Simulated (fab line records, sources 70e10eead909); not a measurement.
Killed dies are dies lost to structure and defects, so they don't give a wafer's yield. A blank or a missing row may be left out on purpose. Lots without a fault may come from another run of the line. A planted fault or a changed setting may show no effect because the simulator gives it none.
Which tool did it? | flow nand_harc | 12 lots, 36 wafers sampled, at 6 steps of a route of 1302

WHAT THE GAUGES READ, wafer by wafer
NHARC_A_CHANNEL_HOLE_D2_INSPECT_40. Usual: raw_defect_count 284, standard deviation 74.
lot  | measured     | on                | raw_defect_count | flag
L999 | day 13 19:10 | defect_inspect-02 | 259 215 235      |
L100 | day 14 18:53 | defect_inspect-02 | 310 255 261      |
L101 | day 15 01:35 | defect_inspect-01 | 408 449 344      |
L102 | day 15 03:17 | defect_inspect-01 | 304 176 350      |
L103 | day 15 19:00 | defect_inspect-01 | 186 184 232      |
L105 | day 16 03:20 | defect_inspect-02 | 375 360 323      |
L106 | day 17 03:02 | defect_inspect-02 | 189 181 175      |
L107 | day 17 07:03 | defect_inspect-02 | 284 386 423      |
L108 | day 17 23:18 | defect_inspect-02 | 316 361 254      |
L110 | day 18 03:26 | defect_inspect-02 | 272 281 299      |
L111 | day 19 04:43 | defect_inspect-02 | 237 302 305      |
L117 | day 21 10:07 | defect_inspect-02 | 754 198 349      |

NHARC_END_SORT_01. Usual: killed_at_array 59, standard deviation 20; killed_at_other 0.8, standard deviation 1.2; killed_at_periphery 3.5, standard deviation 2.2; killed_dies 63, standard deviation 20; killed_open 3.3, standard deviation 1.8; killed_short 2.6, standard deviation 1.7.
lot  | measured     | on        | killed_at_array | killed_at_other | killed_at_periphery | killed_dies | killed_open | killed_short | flag
L999 | day 24 16:27 | prober-01 | 50 50 53        | 0 0 0           | 2 2 6               | 52 52 59    | 3 1 3       | 4 0 1        |
L100 | day 25 11:53 | prober-02 | 65 85 80        | 0 0 1           | 4 3 4               | 69 88 85    | 1 3 8       | 1 7 3        |
L101 | day 25 16:22 | prober-01 | 71 68 79        | 0 0 0           | 2 3 0               | 73 71 79    | 0 5 2       | 1 2 1        |
L102 | day 25 20:32 | prober-02 | 39 37 38        | 5 2 3           | 4 4 2               | 48 43 43    | 5 2 2       | 4 2 4        |
L103 | day 27 03:50 | prober-02 | 55 53 69        | 0 0 0           | 4 6 4               | 59 59 73    | 2 3 3       | 1 1 8        |
L105 | day 27 13:14 | prober-02 | 68 85 72        | 0 1 0           | 1 2 1               | 69 88 73    | 2 4 3       | 0 2 1        |
L106 | day 27 18:38 | prober-01 | 39 28 39        | 0 0 0           | 0 2 4               | 39 30 43    | 3 5 4       | 6 2 7        |
L107 | day 28 03:18 | prober-02 | 96 81 99        | 1 3 3           | 1 3 3               | 98 87 105   | 3 3 2       | 1 2 3        |
L108 | day 28 23:28 | prober-02 | 33 38 28        | 0 3 0           | 3 5 4               | 36 46 32    | 4 8 2       | 2 1 3        |
L110 | day 29 07:23 | prober-01 | 100 99 93       | 1 0 0           | 1 1 1               | 102 100 94  | 1 4 4       | 5 4 1        |
L111 | day 29 21:08 | prober-01 | 39 35 27        | 1 0 1           | 3 4 2               | 43 39 30    | 2 6 2       | 1 2 1        |
L117 | day 32 19:56 | prober-01 | 149 60 63       | 1 3 4           | 5 7 1               | 155 70 68   | 7 2 2       | 3 3 2        |

WHICH TOOL RAN EACH LOT (tool, then ch and the chambers of the sampled wafers, then the start)
lot  | NHARC_A_CHANNEL_HOLE_D2_ETCH_25  | NHARC_A_CHANNEL_HOLE_D2_ETCH_27  | NHARC_A_CHANNEL_HOLE_D2_STRIP_42   | NHARC_A_CHANNEL_FILL_D2_ALD_15
L999 | har_etch-01 ch 0,1, day 13 16:23 | har_etch-01 ch 0,1, day 13 17:26 | rie_diel-13 ch 0,1,2, day 13 18:05 | ald_sin_batch-03 ch 0, day 24 16:27 or earlier
L100 | har_etch-02 ch 1, day 14 14:41   | har_etch-02 ch 1, day 14 16:49   | rie_diel-13 ch 0,2,3, day 14 17:38 | ald_sin_batch-03 ch 0, day 25 11:53 or earlier
L101 | har_etch-01 ch 0,1, day 14 22:37 | har_etch-01 ch 0,1, day 14 23:42 | rie_diel-07 ch 1,2, day 15 00:21   | ald_sin_batch-01 ch 0, day 25 16:22 or earlier
L102 | har_etch-02 ch 0, day 14 23:29   | har_etch-02 ch 0, day 15 01:25   | rie_diel-02 ch 0,2,3, day 15 02:10 | ald_sin_batch-01 ch 0, day 25 20:32 or earlier
L103 | har_etch-01 ch 0,1, day 15 16:20 | har_etch-01 ch 0,1, day 15 17:18 | rie_diel-13 ch 0,2,3, day 15 17:54 | ald_sin_batch-03 ch 0, day 27 03:50 or earlier
L105 | har_etch-01 ch 0,1, day 16 00:58 | har_etch-01 ch 0,1, day 16 01:41 | rie_diel-13 ch 1,2, day 16 02:13   | ald_sin_batch-02 ch 0, day 27 13:14 or earlier
L106 | har_etch-01 ch 0,1, day 17 00:02 | har_etch-01 ch 0,1, day 17 01:07 | rie_diel-07 ch 0,2, day 17 01:46   | ald_sin_batch-02 ch 0, day 27 18:38 or earlier
L107 | har_etch-01 ch 0,1, day 17 04:21 | har_etch-01 ch 0,1, day 17 05:19 | rie_diel-07 ch 0,1,3, day 17 05:55 | ald_sin_batch-03 ch 0, day 28 03:18 or earlier
L108 | har_etch-01 ch 0,1, day 17 20:37 | har_etch-01 ch 0,1, day 17 21:35 | rie_diel-13 ch 0,1,2, day 17 22:11 | ald_sin_batch-03 ch 0, day 28 23:28 or earlier
L110 | har_etch-01 ch 0,1, day 18 00:38 | har_etch-01 ch 0,1, day 18 01:43 | rie_diel-02 ch 1,2, day 18 02:20   | ald_sin_batch-02 ch 0, day 29 07:23 or earlier
L111 | har_etch-02 ch 0,1, day 19 02:02 | har_etch-02 ch 0,1, day 19 03:01 | rie_diel-13 ch 1,2,3, day 19 03:36 | ald_sin_batch-03 ch 0, day 29 21:08 or earlier
L117 | har_etch-01 ch 0,1, day 21 07:35 | har_etch-01 ch 0,1, day 21 08:26 | rie_diel-13 ch 0,1,2, day 21 09:00 | ald_sin_batch-03 ch 0, day 32 19:56 or earlier
- NHARC_A_CHANNEL_HOLE_D2_ETCH_25: etches the open film in C4F8/O2/Ar, time 1040.2 s, target depth 1500 nm.
- NHARC_A_CHANNEL_HOLE_D2_ETCH_27: etches the open film in C4F8/O2/Ar, time 90 s, target depth 400 nm.
- NHARC_A_CHANNEL_HOLE_D2_STRIP_42: strips in CF4/CHF3.
- NHARC_A_CHANNEL_FILL_D2_ALD_15: deposits SiNx, target thk 2 nm, pulse time 60 s, ald cycles 19.

WHAT THE TOOLS THEMSELVES READ (means of the sampled wafers that have a number; where no wafer has one, the mark that the record gives instead)
NHARC_A_CHANNEL_HOLE_D2_ETCH_25. Usual: drypump_motor_current_A 5.5 A, standard deviation 0.45; mfc_ar_sccm 375.0 sccm, standard deviation 1; showerhead_plenum_p_Torr 3.61 Torr, standard deviation 0.15; throttle_valve_pct 32.236 %, standard deviation 0.0091.
lot  | tool        | drypump_motor_current_A (A) | mfc_ar_sccm (sccm) | showerhead_plenum_p_Torr (Torr) | throttle_valve_pct (%) | flag
L999 | har_etch-01 | 6.0                         | 374.8              | 3.63                            | 32.242                 |
L100 | har_etch-02 | 5.5                         | 375.6              | 3.38                            | 32.234                 |
L101 | har_etch-01 | 5.7                         | 375.5              | 3.56                            | 32.232                 |
L102 | har_etch-02 | 5.0                         | 374.1              | 3.63                            | 32.231                 |
L103 | har_etch-01 | 5.7                         | 374.8              | 3.55                            | 32.231                 |
L105 | har_etch-01 | 6.0                         | 374.5              | 3.61                            | 32.241                 |
L106 | har_etch-01 | 6.0                         | 375.9              | 3.60                            | 32.234                 |
L107 | har_etch-01 | 6.0                         | 374.2              | 3.60                            | 32.232                 |
L108 | har_etch-01 | 6.0                         | 374.9              | 3.59                            | 32.236                 |
L110 | har_etch-01 | 6.0                         | 376.2              | 3.59                            | 32.239                 |
L111 | har_etch-02 | 5.3                         | 375.2              | 3.81                            | 32.239                 |
L117 | har_etch-01 | 6.0                         | 375.7              | 3.57                            | 32.233                 |

NHARC_A_CHANNEL_HOLE_D2_ETCH_27. Usual: drypump_motor_current_A 5.5 A, standard deviation 0.45; mfc_ar_sccm 375.2 sccm, standard deviation 1.2; showerhead_plenum_p_Torr 3.66 Torr, standard deviation 0.16; throttle_valve_pct 27.619 %, standard deviation 0.0089.
lot  | tool        | drypump_motor_current_A (A) | mfc_ar_sccm (sccm) | showerhead_plenum_p_Torr (Torr) | throttle_valve_pct (%) | flag
L999 | har_etch-01 | 6.0                         | 376.9              | 3.67                            | 27.612                 |
L100 | har_etch-02 | 5.5                         | 375.2              | 3.42                            | 27.619                 |
L101 | har_etch-01 | 5.7                         | 375.6              | 3.59                            | 27.621                 |
L102 | har_etch-02 | 4.9                         | 375.1              | 3.67                            | 27.623                 |
L103 | har_etch-01 | 5.7                         | 374.2              | 3.59                            | 27.619                 |
L105 | har_etch-01 | 6.0                         | 375.4              | 3.65                            | 27.617                 |
L106 | har_etch-01 | 6.0                         | 374.4              | 3.64                            | 27.620                 |
L107 | har_etch-01 | 5.9                         | 373.4              | 3.64                            | 27.617                 |
L108 | har_etch-01 | 6.0                         | 375.4              | 3.63                            | 27.619                 |
L110 | har_etch-01 | 6.0                         | 373.9              | 3.63                            | 27.618                 |
L111 | har_etch-02 | 5.3                         | 373.8              | 3.85                            | 27.616                 |
L117 | har_etch-01 | 6.0                         | 376.6              | 3.61                            | 27.618                 |

NHARC_A_CHANNEL_FILL_D2_ALD_15. Usual: precursor_pulse_height_rel 0.999, standard deviation 0.021.
lot  | tool             | precursor_pulse_height_rel | flag
L999 | ald_sin_batch-03 | 1.022                      |
L100 | ald_sin_batch-03 | 0.995                      |
L101 | ald_sin_batch-01 | 1.014                      |
L102 | ald_sin_batch-01 | 0.995                      |
L103 | ald_sin_batch-03 | 1.001                      |
L105 | ald_sin_batch-02 | 0.994                      |
L106 | ald_sin_batch-02 | 0.984                      |
L107 | ald_sin_batch-03 | 0.989                      |
L108 | ald_sin_batch-03 | 1.003                      |
L110 | ald_sin_batch-02 | 1.009                      |
L111 | ald_sin_batch-03 | 1.006                      |
L117 | ald_sin_batch-03 | 1.011                      |

THE ANSWER, worked out from the rows above alone
Rule: a lot is off if the mean of its wafers that have a number lies more than 3 standard deviations from the usual mean. A lot without any number at a reading at which 4 lots or more have one is off too. The other lots that the step has rows for count as sound. The gauges are gone through in route order, then the tools' own readings, and for those a lot's mean is taken as printed above. The first step at which some lot is off is used, and at that step the reading that is off furthest; a lot without a number counts as furthest.
No lot is off at any reading shown: from this, nothing can be told.

WHAT THE SIMULATOR HAD PUT IN
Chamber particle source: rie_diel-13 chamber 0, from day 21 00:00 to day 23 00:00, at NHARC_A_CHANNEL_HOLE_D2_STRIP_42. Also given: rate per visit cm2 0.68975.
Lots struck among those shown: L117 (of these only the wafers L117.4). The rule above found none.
